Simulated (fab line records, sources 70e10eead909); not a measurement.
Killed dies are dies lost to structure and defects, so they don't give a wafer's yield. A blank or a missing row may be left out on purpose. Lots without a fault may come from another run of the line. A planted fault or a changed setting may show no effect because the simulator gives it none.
Problem report in the 8D (eight disciplines) form, filled by code | flow nand_harc | the parts of the form that need people (team, actions taken, sign-off) are left out

1. THE PROBLEM
run_length_s at NHARC_A_WL_FILL_ETCHBACK_04 reads a mean of 169.6 s on 2 wafers of 2 lots; wafers without a fault read 141.3 s with a standard deviation of 0.41. That is +69 standard deviations from the usual mean.
The step: etches the open film in NF3, target depth 60 nm, time 120 s.
First seen on wafer L509.4, day 24 22:46, on rie_metal-01. The record holds 36 wafers of 12 lots with a number at this step. Rule for "out", or "out of limits": more than 4 standard deviations from the usual mean. The other wafers with a number count as sound.

2. WHAT IT IS AND WHAT IT IS NOT
question                    | is                | is not
which readings at this step | run_length_s      | drypump_motor_current_A, oes_product_au
which lots                  | L509, L511        | L499, L504, L505, L507, L513, L515, L516, L519, L520, L522
which wafers of those lots  | L509.4, L511.4    | L509.5, L509.6, L511.3, L511.5
read on which tools         | rie_metal-01      | rie_metal-02, rie_metal-03
when                        | from day 24 22:46 | up to then (14 sound wafers); but 20 sound wafers of L511, L513, L515, L516, L519, L520, L522 came after

3. SUSPECTS, AND WHAT RULES EACH OUT
Counting: a tool at a process step up to the reading stays a suspect if it ran every lot that is out. Sound lots after the first of them don't rule it out here, since some wafers of a struck lot are sound.
- rie_metal-01 at NHARC_A_WL_FILL_ETCHBACK_04 (etches the open film in NF3, target depth 60 nm, time 120 s): kept. It ran every lot that is out, first L509 (day 24 22:46); its last sound lot up to then is L507 (day 23 22:02). Its own readings are out on those wafers: run_length_s.
Left after counting: rie_metal-01 at NHARC_A_WL_FILL_ETCHBACK_04.

4. THE CAUSE (what the simulator had put in)
Process parameter drift: rie_metal-01, from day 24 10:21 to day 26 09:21, at NHARC_A_WL_FILL_ETCHBACK_04. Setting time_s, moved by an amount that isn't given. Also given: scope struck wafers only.
Counting left only this tool.

5. THE CHAIN OF EFFECTS, in route order
Each row: a reading whose mean over the struck wafers that have a number lies more than 3 standard deviations from the usual. Only readings for which the record gives a usual standard deviation are gone through. hours: the time from each lot's start at the first step in this table that gives one to its start at this step, as a median over the lots. sigmas: the change in usual standard deviations.
hours | step                        | reading      | usual   | on struck wafers | change | sigmas
0     | NHARC_A_WL_FILL_ETCHBACK_04 | run_length_s | 141.3 s | 169.6            | +28.3  | +69
The process steps in it:
- NHARC_A_WL_FILL_ETCHBACK_04: etches the open film in NF3, target depth 60 nm, time 120 s.

6. WHAT WOULD HAVE CAUGHT IT SOONER
In this record the first reading out of limits was taken at day 24 22:46, 12 hours after the fault began at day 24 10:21.
